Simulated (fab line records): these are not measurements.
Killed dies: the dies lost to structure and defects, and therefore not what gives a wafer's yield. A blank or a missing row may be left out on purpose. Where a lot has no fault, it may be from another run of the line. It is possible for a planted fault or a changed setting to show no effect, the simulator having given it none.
Which tool was responsible? / flow nand_harc / 36 wafers from 12 lots sampled at 5 of the route's 1302 steps

WHAT EACH GAUGE READ, for each wafer
NHARC_END_SORT_01. Usual: killed_at_array 61, standard deviation 23; killed_at_other 1.3, standard deviation 1.4; killed_at_periphery 4.0, standard deviation 2.6; killed_dies 66, standard deviation 22; killed_open 3.4, standard deviation 1.8; killed_short 2.3, standard deviation 1.4.
lot=L864; measured=day 29 08:58; on=prober-01; killed_at_array=56; killed_at_other=0; killed_at_periphery=5; killed_dies=61; killed_open=4; killed_short=4; flag=

TOOL THAT RAN EACH LOT (tool first, then ch and the chambers of the sampled wafers, then the start)
lot=L852; NHARC_A_SLIT_DEP_00=acl_dep-02 ch 0, day 19 23:04; NHARC_A_SLIT_DESCUM_14=rie_diel-12 ch 0,2,3, day 20 03:39; NHARC_A_SLIT_STRIP_18=rie_diel-12 ch 0,1,3, day 20 17:58 or earlier; NHARC_A_WL_FILL_ETCHBACK_04=rie_metal-01 ch 0,1, day 20 17:58
lot=L854; NHARC_A_SLIT_DEP_00=acl_dep-02 ch 0, day 20 10:14; NHARC_A_SLIT_DESCUM_14=rie_diel-05 ch 1,3, day 20 14:49; NHARC_A_SLIT_STRIP_18=rie_diel-06 ch 1,2, day 21 05:38 or earlier; NHARC_A_WL_FILL_ETCHBACK_04=rie_metal-01 ch 0,1, day 21 05:38
lot=L855; NHARC_A_SLIT_DEP_00=acl_dep-02 ch 0, day 21 07:04; NHARC_A_SLIT_DESCUM_14=rie_diel-12 ch 0,1,3, day 21 11:04; NHARC_A_SLIT_STRIP_18=rie_diel-05 ch 0,3, day 22 01:20 or earlier; NHARC_A_WL_FILL_ETCHBACK_04=rie_metal-02 ch 0, day 22 01:20
lot=L856; NHARC_A_SLIT_DEP_00=acl_dep-01 ch 0, day 21 08:42; NHARC_A_SLIT_DESCUM_14=rie_diel-05 ch 0,1,3, day 21 13:14; NHARC_A_SLIT_STRIP_18=rie_diel-05 ch 1,2,3, day 22 03:32 or earlier; NHARC_A_WL_FILL_ETCHBACK_04=rie_metal-01 ch 0,1, day 22 03:32
lot=L857; NHARC_A_SLIT_DEP_00=acl_dep-01 ch 0, day 21 20:23; NHARC_A_SLIT_DESCUM_14=rie_diel-05 ch 0,1,2, day 22 01:02; NHARC_A_SLIT_STRIP_18=rie_diel-06 ch 1,2,3, day 22 18:47 or earlier; NHARC_A_WL_FILL_ETCHBACK_04=rie_metal-02 ch 0,1, day 22 18:47
lot=L860; NHARC_A_SLIT_DEP_00=acl_dep-02 ch 0, day 23 01:31; NHARC_A_SLIT_DESCUM_14=rie_diel-12 ch 0,2,3, day 23 06:07; NHARC_A_SLIT_STRIP_18=rie_diel-12 ch 0,1,2, day 23 20:38 or earlier; NHARC_A_WL_FILL_ETCHBACK_04=rie_metal-03 ch 0,1, day 23 20:38
lot=L863; NHARC_A_SLIT_DEP_00=acl_dep-02 ch 0, day 23 19:01; NHARC_A_SLIT_DESCUM_14=rie_diel-12 ch 0,2,3, day 23 23:41; NHARC_A_SLIT_STRIP_18=rie_diel-06 ch 0,1, day 24 13:59 or earlier; NHARC_A_WL_FILL_ETCHBACK_04=rie_metal-03 ch 0,1, day 24 13:59
lot=L864; NHARC_A_SLIT_DEP_00=acl_dep-03 ch 0, day 24 13:40; NHARC_A_SLIT_DESCUM_14=rie_diel-05 ch 0,2, day 24 18:16; NHARC_A_SLIT_STRIP_18=rie_diel-05 ch 0,2,3, day 25 08:51 or earlier; NHARC_A_WL_FILL_ETCHBACK_04=rie_metal-01 ch 0,1, day 25 08:51
lot=L865; NHARC_A_SLIT_DEP_00=acl_dep-02 ch 0, day 25 04:32; NHARC_A_SLIT_DESCUM_14=rie_diel-12 ch 0,1,2, day 25 09:05; NHARC_A_SLIT_STRIP_18=rie_diel-12 ch 0,1,2, day 25 23:35 or earlier; NHARC_A_WL_FILL_ETCHBACK_04=rie_metal-03 ch 0,1, day 25 23:35
lot=L867; NHARC_A_SLIT_DEP_00=acl_dep-02 ch 0, day 25 21:47; NHARC_A_SLIT_DESCUM_14=rie_diel-06 ch 0,1, day 26 02:31; NHARC_A_SLIT_STRIP_18=rie_diel-06 ch 0,2, day 26 16:49 or earlier; NHARC_A_WL_FILL_ETCHBACK_04=rie_metal-01 ch 0,1, day 26 16:49
lot=L871; NHARC_A_SLIT_DEP_00=acl_dep-02 ch 0, day 27 19:58; NHARC_A_SLIT_DESCUM_14=rie_diel-06 ch 0,2,3, day 28 00:46; NHARC_A_SLIT_STRIP_18=rie_diel-06 ch 0,2,3, day 28 15:14 or earlier; NHARC_A_WL_FILL_ETCHBACK_04=rie_metal-03 ch 0,1, day 28 15:14
lot=L874; NHARC_A_SLIT_DEP_00=acl_dep-02 ch 0, day 28 06:41; NHARC_A_SLIT_DESCUM_14=rie_diel-12 ch 1,2, day 28 11:18; NHARC_A_SLIT_STRIP_18=rie_diel-12 ch 0,2,3, day 29 05:11 or earlier; NHARC_A_WL_FILL_ETCHBACK_04=rie_metal-03 ch 0,1, day 29 05:11
- NHARC_A_SLIT_DEP_00: deposits aC, target thk 6200 nm.
- NHARC_A_SLIT_DESCUM_14: chemistry O2, time 3 s.
- NHARC_A_SLIT_STRIP_18: strips in O2.
- NHARC_A_WL_FILL_ETCHBACK_04: etches the open film in NF3, target depth 60 nm, time 120 s.

WHAT THE TOOLS THEMSELVES READ (means of the sampled wafers that have a number; where no wafer has one, the mark that the record gives instead)
NHARC_A_SLIT_DEP_00. Usual: throttle_valve_pct reads 34.999 % (standard deviation 0.0091).
lot=L852; tool=acl_dep-02; throttle_valve_pct (%)=35.004; flag=
lot=L854; tool=acl_dep-02; throttle_valve_pct (%)=34.997; flag=
lot=L855; tool=acl_dep-02; throttle_valve_pct (%)=35.004; flag=
lot=L856; tool=acl_dep-01; throttle_valve_pct (%)=35.000; flag=
lot=L857; tool=acl_dep-01; throttle_valve_pct (%)=34.990; flag=
lot=L860; tool=acl_dep-02; throttle_valve_pct (%)=35.000; flag=
lot=L863; tool=acl_dep-02; throttle_valve_pct (%)=35.005; flag=
lot=L864; tool=acl_dep-03; throttle_valve_pct (%)=34.999; flag=
lot=L865; tool=acl_dep-02; throttle_valve_pct (%)=34.988; flag=
lot=L867; tool=acl_dep-02; throttle_valve_pct (%)=35.011; flag=
lot=L871; tool=acl_dep-02; throttle_valve_pct (%)=34.996; flag=
lot=L874; tool=acl_dep-02; throttle_valve_pct (%)=35.012; flag=

NHARC_A_SLIT_DESCUM_14. Usual: drypump_motor_current_A 5.6 A, standard deviation 0.46; oes_product_au 0.999 a.u., standard deviation 0.0072; rf_vpp_V 57.7 V, standard deviation 0.91; showerhead_plenum_p_Torr 1.89 Torr, standard deviation 0.088; throttle_valve_pct 11.311 %, standard deviation 0.0099.
lot=L852; tool=rie_diel-12; drypump_motor_current_A (A)=6.0; oes_product_au (a.u.)=1.003; rf_vpp_V (V)=56.8; showerhead_plenum_p_Torr (Torr)=1.84; throttle_valve_pct (%)=11.311; flag=
lot=L854; tool=rie_diel-05; drypump_motor_current_A (A)=5.1; oes_product_au (a.u.)=0.989; rf_vpp_V (V)=58.1; showerhead_plenum_p_Torr (Torr)=1.90; throttle_valve_pct (%)=11.316; flag=
lot=L855; tool=rie_diel-12; drypump_motor_current_A (A)=5.9; oes_product_au (a.u.)=1.002; rf_vpp_V (V)=58.2; showerhead_plenum_p_Torr (Torr)=1.86; throttle_valve_pct (%)=11.302; flag=
lot=L856; tool=rie_diel-05; drypump_motor_current_A (A)=5.2; oes_product_au (a.u.)=1.000; rf_vpp_V (V)=57.8; showerhead_plenum_p_Torr (Torr)=1.97; throttle_valve_pct (%)=11.313; flag=
lot=L857; tool=rie_diel-05; drypump_motor_current_A (A)=5.2; oes_product_au (a.u.)=1.004; rf_vpp_V (V)=58.7; showerhead_plenum_p_Torr (Torr)=1.98; throttle_valve_pct (%)=11.309; flag=
lot=L860; tool=rie_diel-12; drypump_motor_current_A (A)=6.0; oes_product_au (a.u.)=1.007; rf_vpp_V (V)=57.1; showerhead_plenum_p_Torr (Torr)=1.83; throttle_valve_pct (%)=11.311; flag=
lot=L863; tool=rie_diel-12; drypump_motor_current_A (A)=6.0; oes_product_au (a.u.)=1.000; rf_vpp_V (V)=57.2; showerhead_plenum_p_Torr (Torr)=1.83; throttle_valve_pct (%)=11.311; flag=
lot=L864; tool=rie_diel-05; drypump_motor_current_A (A)=5.3; oes_product_au (a.u.)=1.008; rf_vpp_V (V)=58.2; showerhead_plenum_p_Torr (Torr)=1.91; throttle_valve_pct (%)=11.320; flag=
lot=L865; tool=rie_diel-12; drypump_motor_current_A (A)=5.7; oes_product_au (a.u.)=0.996; rf_vpp_V (V)=57.3; showerhead_plenum_p_Torr (Torr)=1.83; throttle_valve_pct (%)=11.303; flag=
lot=L867; tool=rie_diel-06; drypump_motor_current_A (A)=5.9; oes_product_au (a.u.)=0.990; rf_vpp_V (V)=56.6; showerhead_plenum_p_Torr (Torr)=1.92; throttle_valve_pct (%)=11.306; flag=
lot=L871; tool=rie_diel-06; drypump_motor_current_A (A)=5.8; oes_product_au (a.u.)=0.994; rf_vpp_V (V)=57.7; showerhead_plenum_p_Torr (Torr)=1.92; throttle_valve_pct (%)=11.313; flag=
lot=L874; tool=rie_diel-12; drypump_motor_current_A (A)=5.7; oes_product_au (a.u.)=1.002; rf_vpp_V (V)=56.8; showerhead_plenum_p_Torr (Torr)=1.81; throttle_valve_pct (%)=11.321; flag=

NHARC_A_SLIT_STRIP_18. Usual: drypump_motor_current_A 5.6 A, standard deviation 0.51; oes_product_au 0.998 a.u., standard deviation 0.0082; rf_vpp_V 57.7 V, standard deviation 0.97; showerhead_plenum_p_Torr 3.51 Torr, standard deviation 0.16; throttle_valve_pct 17.036 %, standard deviation 0.0098.
lot=L852; tool=rie_diel-12; drypump_motor_current_A (A)=5.8; oes_product_au (a.u.)=1.005; rf_vpp_V (V)=56.8; showerhead_plenum_p_Torr (Torr)=3.44; throttle_valve_pct (%)=17.040; flag=
lot=L854; tool=rie_diel-06; drypump_motor_current_A (A)=6.0; oes_product_au (a.u.)=0.995; rf_vpp_V (V)=57.0; showerhead_plenum_p_Torr (Torr)=3.46; throttle_valve_pct (%)=17.031; flag=
lot=L855; tool=rie_diel-05; drypump_motor_current_A (A)=5.4; oes_product_au (a.u.)=0.990; rf_vpp_V (V)=57.6; showerhead_plenum_p_Torr (Torr)=3.62; throttle_valve_pct (%)=17.036; flag=
lot=L856; tool=rie_diel-05; drypump_motor_current_A (A)=5.1; oes_product_au (a.u.)=0.997; rf_vpp_V (V)=57.1; showerhead_plenum_p_Torr (Torr)=3.52; throttle_valve_pct (%)=17.038; flag=
lot=L857; tool=rie_diel-06; drypump_motor_current_A (A)=5.7; oes_product_au (a.u.)=0.998; rf_vpp_V (V)=57.5; showerhead_plenum_p_Torr (Torr)=3.54; throttle_valve_pct (%)=17.027; flag=
lot=L860; tool=rie_diel-12; drypump_motor_current_A (A)=5.7; oes_product_au (a.u.)=0.996; rf_vpp_V (V)=57.2; showerhead_plenum_p_Torr (Torr)=3.39; throttle_valve_pct (%)=17.047; flag=
lot=L863; tool=rie_diel-06; drypump_motor_current_A (A)=5.9; oes_product_au (a.u.)=0.996; rf_vpp_V (V)=57.2; showerhead_plenum_p_Torr (Torr)=3.54; throttle_valve_pct (%)=17.034; flag=
lot=L864; tool=rie_diel-05; drypump_motor_current_A (A)=5.2; oes_product_au (a.u.)=1.000; rf_vpp_V (V)=57.3; showerhead_plenum_p_Torr (Torr)=3.51; throttle_valve_pct (%)=17.043; flag=
lot=L865; tool=rie_diel-12; drypump_motor_current_A (A)=5.7; oes_product_au (a.u.)=1.012; rf_vpp_V (V)=57.4; showerhead_plenum_p_Torr (Torr)=3.39; throttle_valve_pct (%)=17.037; flag=
lot=L867; tool=rie_diel-06; drypump_motor_current_A (A)=6.3; oes_product_au (a.u.)=0.998; rf_vpp_V (V)=57.5; showerhead_plenum_p_Torr (Torr)=3.39; throttle_valve_pct (%)=17.028; flag=
lot=L871; tool=rie_diel-06; drypump_motor_current_A (A)=5.8; oes_product_au (a.u.)=0.995; rf_vpp_V (V)=57.8; showerhead_plenum_p_Torr (Torr)=3.54; throttle_valve_pct (%)=17.030; flag=
lot=L874; tool=rie_diel-12; drypump_motor_current_A (A)=6.0; oes_product_au (a.u.)=1.000; rf_vpp_V (V)=57.0; showerhead_plenum_p_Torr (Torr)=3.39; throttle_valve_pct (%)=17.028; flag=

NHARC_A_WL_FILL_ETCHBACK_04. Usual: drypump_motor_current_A 5.6 A, standard deviation 0.5; oes_product_au 0.997 a.u., standard deviation 0.0064; run_length_s 141.5 s, standard deviation 0.32.
lot=L852; tool=rie_metal-01; drypump_motor_current_A (A)=5.6; oes_product_au (a.u.)=0.998; run_length_s (s)=141.4; flag=
lot=L854; tool=rie_metal-01; drypump_motor_current_A (A)=5.6; oes_product_au (a.u.)=0.990; run_length_s (s)=141.5; flag=
lot=L855; tool=rie_metal-02; drypump_motor_current_A (A)=5.6; oes_product_au (a.u.)=0.998; run_length_s (s)=141.8; flag=
lot=L856; tool=rie_metal-01; drypump_motor_current_A (A)=5.6; oes_product_au (a.u.)=0.994; run_length_s (s)=141.6; flag=
lot=L857; tool=rie_metal-02; drypump_motor_current_A (A)=5.8; oes_product_au (a.u.)=0.994; run_length_s (s)=141.7; flag=
lot=L860; tool=rie_metal-03; drypump_motor_current_A (A)=5.6; oes_product_au (a.u.)=0.996; run_length_s (s)=141.7; flag=
lot=L863; tool=rie_metal-03; drypump_motor_current_A (A)=5.7; oes_product_au (a.u.)=0.993; run_length_s (s)=141.4; flag=
lot=L864; tool=rie_metal-01; drypump_motor_current_A (A)=5.2; oes_product_au (a.u.)=0.997; run_length_s (s)=141.5; flag=
lot=L865; tool=rie_metal-03; drypump_motor_current_A (A)=5.6; oes_product_au (a.u.)=0.995; run_length_s (s)=141.7; flag=
lot=L867; tool=rie_metal-01; drypump_motor_current_A (A)=5.2; oes_product_au (a.u.)=0.998; run_length_s (s)=141.3; flag=
lot=L871; tool=rie_metal-03; drypump_motor_current_A (A)=5.7; oes_product_au (a.u.)=1.000; run_length_s (s)=136.8; flag=OFF
lot=L874; tool=rie_metal-03; drypump_motor_current_A (A)=5.6; oes_product_au (a.u.)=0.986; run_length_s (s)=139.4; flag=OFF

THE ANSWER, worked out from the rows above alone
Rule: a lot counts as off when the mean over its wafers that have a number is more than 3 standard deviations away from the usual mean. Also off: a lot with no number at a reading for which 4 or more lots have one. The other lots that the step has rows for count as sound. The gauges are gone through in route order, then the tools' own readings, and for those a lot's mean is taken as printed above. The first step at which some lot is off is used, and at that step the reading that is off furthest; a lot without a number counts as furthest.
Off, at NHARC_A_WL_FILL_ETCHBACK_04 on run_length_s: L871, L874.
If a tool, at that step or one of the process steps before it, ran each lot that is off and ran no sound lot following the first of them, it fits. NHARC_A_SLIT_STRIP_18: start missing for some lots; hours and lot order therefore follow NHARC_A_WL_FILL_ETCHBACK_04. Can't be told from this: 2 tools fit, acl_dep-02 at NHARC_A_SLIT_DEP_00, rie_metal-03 at NHARC_A_WL_FILL_ETCHBACK_04.

WHAT WAS PUT IN BY THE SIMULATOR
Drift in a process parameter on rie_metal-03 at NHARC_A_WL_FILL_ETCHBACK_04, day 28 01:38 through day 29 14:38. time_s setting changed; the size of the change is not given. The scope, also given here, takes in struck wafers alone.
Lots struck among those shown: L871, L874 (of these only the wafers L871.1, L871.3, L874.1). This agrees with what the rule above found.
